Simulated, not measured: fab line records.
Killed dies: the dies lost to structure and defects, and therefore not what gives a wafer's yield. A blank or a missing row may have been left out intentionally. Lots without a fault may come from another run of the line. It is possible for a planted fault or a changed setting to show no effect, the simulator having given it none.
fab line records | flow n5Finfet
record: lots: 13 | wafers: 36 | lastDay: 19
route steps=1938 shown BEOL_M7@1316 PASSIVATION@1936
lots that met no fault: taken from a fault-free run of the same line
startH: the number of hours between the record's first day and the start of the first shown wafer of the lot | waitH: how many hours have passed since the lot's step before this one | " identical to the entry in the row above | L1.1+2: several wafers, shown together as one row | - either no value or no given start | * or withheld: withheld | < > ~ a bound
route shown NAME@n: NAME is a module with steps in the file, n the number in the route of the first one | usual: mean/standard deviation taken from wafers without a fault | same: alike in all rows | chamber/n: place in a boat | sites: per-site readings | _std_site: the standard deviation of these | _edge_site: mean of outer sites minus mean of inner sites | radiusMm: how far each site lies from the wafer's centre | mask NAME#n: copy n | behind: the last tool/chamber to shape the wafer | hold: what put the lot on hold/how long, in hours/how the hold closed | device: transistor that didn't switch, given as n, p or np | end of line: the route-end tests of the same wafers | a step given without rows: its recipe and nothing more | killed: at the first sort, the dies lost to defects and structure; wafer yield is something else | map: a wafer's dies, x killed, . not, _ none there
set.NAME: the run value of the setting; set.NAME@STEP: its run value at that earlier step | model.NAME: the simulator's own value behind a step, which no gauge read
a sample of lots followed through the steps of the route, with each step as a table and each wafer as a row
services: a tool's chamber out of use, with start hour (startH, from the record's first day; less than 0 if before it), hours out, and reason
== steps ==
step: N5_BEOL_M7_CD_MEAS_35
recipe: targetCdNm: 40 | polarity: opening
usual: cdNm: 39.8/0.53
lot.wafer | tool     | chamber | startH | waitH | cdNm
L979.2    | cdSem-03 | -       | 206.26 | 0.0   | 40.2
L979.5    | "        | -       | "      | "     | 39.4
L979.6    | "        | -       | "      | "     | 40.1
L980.1    | cdSem-01 | -       | 226.97 | 0.0   | 38.9
L980.5    | "        | -       | "      | "     | 40.0
L980.6    | "        | -       | "      | "     | 38.9
L982.3    | cdSem-02 | -       | 236.48 | 0.0   | 40.8
L982.4    | "        | -       | "      | "     | 41.6
L982.6    | "        | -       | "      | "     | 41.2
L983.3    | cdSem-03 | -       | 242.88 | 0.0   | 38.3
L983.4    | "        | -       | "      | "     | 38.8
L983.5    | "        | -       | "      | "     | 39.2
L984.2    | cdSem-01 | -       | 244.19 | 0.0   | 39.7
L984.4    | "        | -       | "      | "     | 40.0
L984.5    | "        | -       | "      | "     | 40.4
L986.3    | cdSem-02 | -       | 256.41 | 0.0   | 40.1
L986.5    | "        | -       | "      | "     | 40.2
L986.6    | "        | -       | "      | "     | 39.9
L988.3    | cdSem-01 | -       | 259.27 | 0.0   | 39.6
L988.4    | "        | -       | "      | "     | 39.4
L988.5    | "        | -       | "      | "     | 39.7
L987.2    | cdSem-01 | -       | 261.13 | 0.0   | 39.3
L987.4    | "        | -       | "      | "     | 40.2
L987.6    | "        | -       | "      | "     | 39.9
L990.1    | cdSem-02 | -       | 281.64 | 0.0   | 39.8
L990.2    | "        | -       | "      | "     | 39.8
L990.3    | "        | -       | "      | "     | 38.9
L992.1    | cdSem-03 | -       | 293.65 | 0.0   | 39.9
L992.2    | "        | -       | "      | "     | 39.7
L998.2    | cdSem-03 | -       | 360.57 | 0.0   | 40.2
L998.3    | "        | -       | "      | "     | 40.3
L998.4    | "        | -       | "      | "     | 40.5
L999.1    | cdSem-01 | -       | 360.65 | 0.0   | 39.3
L999.3    | "        | -       | "      | "     | 40.2
L100.2    | cdSem-03 | -       | 363.18 | 0.0   | 40.5
L100.3    | "        | -       | "      | "     | 39.5
step: N5_BEOL_M7_SURFACE_TREAT_79
recipe: gas: Ar | timeS: * | ionEnergyEv: * | ionCurrentMaCm2: 0.5 | pressureMtorr: * | arFlowSccm: 30
usual: throttleValvePct: *
lot.wafer | tool          | chamber | startH | waitH | throttleValvePct
L979.2    | pvdSputter-01 | -       | 207.25 | 0.3   | *
L979.5    | "             | -       | "      | "     | *
L979.6    | "             | -       | "      | "     | *
L980.1    | pvdSputter-02 | -       | 228.84 | 0.2   | *
L980.5    | "             | -       | "      | "     | *
L980.6    | "             | -       | "      | "     | *
L982.3    | pvdSputter-01 | -       | 239.15 | 0.2   | *
L982.4    | "             | -       | "      | "     | *
L982.6    | "             | -       | "      | "     | *
L983.3    | pvdSputter-01 | -       | 244.13 | 0.2   | *
L983.4    | "             | -       | "      | "     | *
L983.5    | "             | -       | "      | "     | *
L984.2    | pvdSputter-01 | -       | 245.23 | 0.3   | *
L984.4    | "             | -       | "      | "     | *
L984.5    | "             | -       | "      | "     | *
L986.3    | pvdSputter-01 | -       | 257.45 | 0.2   | *
L986.5    | "             | -       | "      | "     | *
L986.6    | "             | -       | "      | "     | *
L988.3    | pvdSputter-02 | -       | 260.06 | 0.2   | *
L988.4    | "             | -       | "      | "     | *
L988.5    | "             | -       | "      | "     | *
L987.2    | pvdSputter-03 | -       | 261.89 | 0.2   | *
L987.4    | "             | -       | "      | "     | *
L987.6    | "             | -       | "      | "     | *
L990.1    | pvdSputter-02 | -       | 284.17 | 0.3   | *
L990.2    | "             | -       | "      | "     | *
L990.3    | "             | -       | "      | "     | *
L992.1    | pvdSputter-02 | -       | 297.53 | 0.2   | *
L992.2    | "             | -       | "      | "     | *
L998.2    | pvdSputter-01 | -       | 362.84 | 1.7   | *
L998.3    | "             | -       | "      | "     | *
L998.4    | "             | -       | "      | "     | *
L999.1    | pvdSputter-01 | -       | 363.36 | 0.2   | *
L999.3    | "             | -       | "      | "     | *
L100.2    | pvdSputter-03 | -       | 364.09 | 0.2   | *
L100.3    | "             | -       | "      | "     | *
step: N5_BEOL_M7_ECD_50
recipe: material: Cu | targetThkA: 3000
lot.wafer  | tool     | chamber | startH | waitH
L979.2+5+6 | ecdCu-01 | 1,1,0   | 207.69 | 0.1
L980.1+5+6 | ecdCu-02 | 0,0,1   | 229.48 | 0.2
L982.3+4+6 | ecdCu-02 | 1,0,0   | 239.51 | 0.1
L983.3+4+5 | ecdCu-01 | 0,1,0   | 244.59 | 0.1
L984.2+4+5 | ecdCu-02 | 0       | 245.60 | 0.1
L986.3+5+6 | ecdCu-02 | 1,1,0   | 257.84 | 0.1
L988.3+4+5 | ecdCu-02 | 0,1,1   | 260.38 | 0.1
L987.2+4+6 | ecdCu-02 | 0,1,0   | 262.36 | 0.1
L990.1+2+3 | ecdCu-02 | 1,0,0   | 284.65 | 0.1
L992.1+2   | ecdCu-02 | 1,0     | 298.10 | 0.1
L998.2+3+4 | ecdCu-01 | 1,1,0   | 363.23 | 0.1
L999.1+3   | ecdCu-02 | 0,1     | 363.83 | 0.1
L100.2+3   | ecdCu-02 | 0,1     | 364.41 | 0.1
step: N5_BEOL_M7_CMP_52
recipe: stopOn: SiCOH_lowk | tOverpolishS: 6.9 | downForcePsi: 1 | platenRpm: 50 | clearingPlatenDownForcePsi: 1.5 | clearingPlatenRpm: 50 | postCmpClean: cuAlkaline | targetThkNm: 80 | clearingPlatenPadVelocityMS: 0.99484 | padVelocityMS: 0.99484
usual: motorCurrentA: 6.1/0.53 | timeToEndpointS: 62/3
lot.wafer | tool   | chamber | startH | waitH | motorCurrentA | timeToEndpointS
L979.2    | cmp-02 | 3       | 208.11 | 0.2   | 6.2           | 71
L979.5    | "      | 2       | "      | "     | 6.3           | 60
L979.6    | "      | 3       | "      | "     | 5.8           | 67
L980.1    | cmp-04 | 0       | 230.39 | 0.8   | 5.7           | 61
L980.5    | "      | 0       | "      | "     | 5.8           | 62
L980.6    | "      | 1       | "      | "     | 6.4           | 62
L982.4    | cmp-03 | 3       | 239.89 | 0.1   | 5.3           | 63
L982.3    | "      | 1       | "      | "     | 6.6           | 64
L982.6    | "      | 3       | "      | "     | 5.6           | 65
L983.3    | cmp-03 | 2       | 245.22 | 0.3   | 5.9           | 59
L983.4    | "      | 1       | "      | "     | 6.8           | 62
L983.5    | "      | 2       | "      | "     | 5.9           | 60
L984.2    | cmp-02 | 1       | 246.04 | 0.3   | 6.0           | 60
L984.4    | "      | 3       | "      | "     | 5.6           | 66
L984.5    | "      | 1       | "      | "     | 5.3           | 59
L986.3    | cmp-04 | 1       | 258.38 | 0.3   | 6.6           | 61
L986.5    | "      | 2       | "      | "     | 7.5           | 60
L986.6    | "      | 3       | "      | "     | 6.1           | 59
L988.3    | cmp-02 | 1       | 260.78 | 0.2   | 5.3           | 62
L988.4    | "      | 3       | "      | "     | 5.8           | 68
L988.5    | "      | 0       | "      | "     | 6.9           | 59
L987.4    | cmp-02 | 1       | 262.77 | 0.1   | 5.7           | 57
L987.2    | "      | 2       | "      | "     | 6.4           | 31
L987.6    | "      | 2       | "      | "     | 6.1           | 65
L990.2    | cmp-04 | 3       | 285.05 | 0.2   | 6.1           | 27
L990.3    | "      | 0       | "      | "     | 6.0           | 59
L990.1    | "      | 2       | "      | "     | 7.1           | 56
L992.2    | cmp-03 | 0       | 298.73 | 0.3   | 6.3           | 28
L992.1    | "      | 1       | "      | "     | 7.0           | 62
L998.2    | cmp-02 | 0       | 364.17 | 0.4   | 6.3           | 58
L998.3    | "      | 1       | "      | "     | 5.6           | 59
L998.4    | "      | 2       | "      | "     | 6.5           | 60
L999.3    | cmp-03 | 2       | 364.22 | 0.2   | 5.7           | 65
L999.1    | "      | 0       | "      | "     | 6.1           | 64
L100.2    | cmp-03 | 2       | 365.06 | 0.2   | 5.6           | 65
L100.3    | "      | 0       | "      | "     | 6.4           | 68
step: N5_BEOL_M7_THK_MEAS_53
recipe: thkMeasGauge: xrf | reads: Cu_of_BEOL_M7_ECD_50
usual: M7_THK: 79.8/1.7
lot.wafer | tool         | chamber | startH | waitH | M7_THK[nm]
L979.2    | filmMetro-02 | -       | 208.37 | -     | 84.6
L979.5    | "            | -       | "      | "     | 81.4
L979.6    | "            | -       | "      | "     | 81.7
L980.1    | filmMetro-02 | -       | 230.68 | -     | 80.3
L980.5    | "            | -       | "      | "     | 80.2
L980.6    | "            | -       | "      | "     | 78.5
L982.3    | filmMetro-01 | -       | 240.18 | -     | 78.9
L982.4    | "            | -       | "      | "     | 77.6
L982.6    | "            | -       | "      | "     | 81.7
L983.3    | filmMetro-02 | -       | 245.52 | -     | 77.4
L983.4    | "            | -       | "      | "     | 79.5
L983.5    | "            | -       | "      | "     | 82.0
L984.2    | filmMetro-02 | -       | 246.30 | -     | 78.1
L984.4    | "            | -       | "      | "     | 80.7
L984.5    | "            | -       | "      | "     | 77.3
L986.3    | filmMetro-01 | -       | 258.56 | -     | 83.4
L986.5    | "            | -       | "      | "     | 80.9
L986.6    | "            | -       | "      | "     | 81.5
L988.3    | filmMetro-01 | -       | 261.04 | -     | 81.8
L988.4    | "            | -       | "      | "     | 79.7
L988.5    | "            | -       | "      | "     | 78.2
L987.2    | filmMetro-02 | -       | 263.07 | -     | 78.9
L987.4    | "            | -       | "      | "     | 82.4
L987.6    | "            | -       | "      | "     | 77.4
L990.1    | filmMetro-02 | -       | 285.34 | -     | 79.5
L990.2    | "            | -       | "      | "     | 80.8
L990.3    | "            | -       | "      | "     | 81.4
L992.1    | filmMetro-02 | -       | 298.99 | -     | 76.4
L992.2    | "            | -       | "      | "     | 78.0
L998.2    | filmMetro-01 | -       | 364.43 | -     | 81.9
L998.3    | "            | -       | "      | "     | 80.4
L998.4    | "            | -       | "      | "     | 80.4
L999.1    | filmMetro-02 | -       | 364.51 | -     | 82.1
L999.3    | "            | -       | "      | "     | 79.4
L100.2    | filmMetro-01 | -       | 365.32 | -     | 84.2
L100.3    | "            | -       | "      | "     | 80.3
step: N5_PASSIVATION_PROBE_49
usual: defectLimitedYield: 91.0/1.6 | killed_at_M0_to_M3: 35/11 | killed_at_M4_up: 14/5.3 | killedAtContacts: 13/6.7 | killedAtFrontEnd: 41/12 | killedAtOther: 3.9/2.7 | killedDies: 106/19 | killedOnRim: 14/4 | killedOpen: 70/14 | killedShort: 35/8.8 | sort_bin_4_leakage: 0.01/0.058 | sort_bin_5_function: 5.3/1 | sort_bin_6_memory: 3.3/0.81 | sortNPass: 1073/19 | sortYieldPct: 91.0/1.6
same: grossDies: 1180 | killedAtBackSide: 0 | sort_bin_8_speed[%]: 0
lot.wafer | tool      | chamber | startH | waitH | defectLimitedYield[%] | killed_at_M0_to_M3 | killed_at_M4_up | killedAtContacts | killedAtFrontEnd | killedAtOther | killedDies | killedOnRim | killedOpen | killedShort | sort_bin_4_leakage[%] | sort_bin_5_function[%] | sort_bin_6_memory[%] | sortNPass | sortYieldPct[%]
L980.1    | prober-01 | -       | 308.06 | 1.0   | 89.9                  | 46                 | 13              | 11               | 44               | 5             | 119        | 18          | 88         | 30          | 0                     | 6.0                    | 3.9                  | 1061      | 89.9
L980.5    | prober-01 | -       | 308.26 | 1.2   | 90.1                  | 33                 | 13              | 25               | 37               | 9             | 117        | 16          | 75         | 39          | 0                     | 6.7                    | 3.0                  | 1063      | 90.1
L980.6    | prober-01 | -       | 308.31 | 1.2   | 87.1                  | 57                 | 16              | 27               | 48               | 4             | 152        | 18          | 109        | 42          | 0.08                  | 7.8                    | 4.7                  | 1027      | 87.0
L987.2    | prober-01 | -       | 340.01 | 0.1   | 92.5                  | 26                 | 12              | 8                | 38               | 4             | 88         | 12          | 56         | 30          | 0                     | 5.0                    | 2.4                  | 1092      | 92.5
L987.4    | prober-01 | -       | 340.11 | 0.2   | 93.8                  | 23                 | 7               | 6                | 33               | 4             | 73         | 12          | 50         | 23          | 0                     | 4.3                    | 1.9                  | 1107      | 93.8
L987.6    | prober-01 | -       | 340.21 | 0.3   | 92.1                  | 42                 | 6               | 13               | 29               | 3             | 93         | 12          | 60         | 33          | 0                     | 4.0                    | 3.4                  | 1087      | 92.1
killed by level:class
L980.1 BEOL_M0_SAQP:geometricParticle:open=17 FIN_SAQP:geometricParticle:short=11 MOL_CONTACT_COAG:geometricParticle:open=11 FIN_SAQP:geometricParticle:open=10 BEOL_M1:geometricParticle:open=8 BEOL_M3:geometricParticle:open=8 BEOL_M0_SAQP:geometricParticle:short=7 BEOL_M4:geometricParticle:open=5
L980.5 MOL_CONTACT_COAG:geometricParticle:open=20 BEOL_M0_SAQP:geometricParticle:short=10 FIN_SAQP:geometricParticle:short=9 BEOL_M1:geometricParticle:open=8 DUMMY_GATE:geometricParticle:open=7 BEOL_M0_SAQP:geometricParticle:open=6 FIN_SAQP:geometricParticle:open=5 BEOL_M3:geometricParticle:open=5
L980.6 MOL_CONTACT_COAG:geometricParticle:open=24 BEOL_M0_SAQP:geometricParticle:short=17 BEOL_M0_SAQP:geometricParticle:open=14 FIN_SAQP:geometricParticle:open=13 BEOL_M3:geometricParticle:open=13 FIN_SAQP:geometricParticle:short=10 BEOL_M5:geometricParticle:open=9 DUMMY_GATE:geometricParticle:open=6
L987.2 BEOL_M0_SAQP:geometricParticle:open=14 FIN_SAQP:geometricParticle:open=10 BEOL_M0_SAQP:geometricParticle:short=9 FIN_SAQP:geometricParticle:short=7 STI_FIN_REVEAL:geometricParticle:open=5 MOL_CONTACT_COAG:geometricParticle:open=4 BEOL_M6:geometricParticle:open=4 STARTING-WAFER:geometricParticle:open=4
L987.4 FIN_SAQP:geometricParticle:open=11 BEOL_M2:geometricParticle:open=7 GATE_CUT:geometricParticle:short=6 MOL_CONTACT_COAG:geometricParticle:open=5 BEOL_M0_SAQP:geometricParticle:short=5 BEOL_M0_SAQP:geometricParticle:open=5 BEOL_M1:geometricParticle:open=5 FIN_SAQP:geometricParticle:short=4
L987.6 BEOL_M3:geometricParticle:open=10 MOL_CONTACT_COAG:geometricParticle:open=10 BEOL_M0_SAQP:geometricParticle:open=8 BEOL_M0_SAQP:geometricParticle:short=8 FIN_SAQP:geometricParticle:short=6 BEOL_M1:geometricParticle:open=6 DUMMY_GATE:geometricParticle:open=4 BEOL_M2:geometricParticle:open=4
== services ==
tool          | chamber | startH | hours | kind
cmp-02        | -       | 185.74 | 1.9   | repair
pvdSputter-02 | -       | 189.66 | 6.6   | repair
cmp-03        | -       | 201.22 | 11.4  | pm
ecdCu-02      | -       | 218.56 | 0.8   | repair
cmp-03        | -       | 224.16 | 0.9   | repair
ecdCu-01      | -       | 224.25 | 6.9   | repair
cmp-02        | -       | 240.69 | 4.6   | pm
cmp-02        | -       | 270.72 | 4.0   | pm
pvdSputter-03 | -       | 294.50 | 0.8   | repair
cmp-04        | -       | 296.61 | 0.9   | repair
cmp-02        | -       | 303.82 | 0.9   | repair
ecdCu-01      | -       | 323.62 | 1.7   | repair
cmp-03        | -       | 324.96 | 4.0   | pm
cmp-02        | -       | 327.71 | 16.8  | pm
cmp-03        | -       | 328.96 | -     | consumableReplace:conditioner
cmp-03        | -       | 328.96 | -     | consumableReplace:pad
cmp-04        | -       | 329.53 | 6.7   | pm
cmp-04        | -       | 341.12 | 1.1   | repair
== key ==
firstSign: step: N5_BEOL_M7_CMP_52 | reading: timeToEndpointS | direction: down | sigmas: 11 | usual: * | struck: *
effect none on later readings
metAt N5_BEOL_M7_ECD_50
struckLots L987,L990,L992
struckWafers L987.2,L990.2,L992.2
notActingAt N5_BEOL_M7_CD_MEAS_35,N5_BEOL_M7_SURFACE_TREAT_79,N5_BEOL_M7_THK_MEAS_53
onsetBetween 260.38 262.36
fault: kind: processParameterDrift | tool: ecdCu-02 | chamber: - | onsetH: 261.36 | steps: N5_BEOL_M7_ECD_50 | channel: targetThkA | offset: * | shape: step | endH: 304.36 | scope: struckWafersOnly | actsIn: * | stated: *
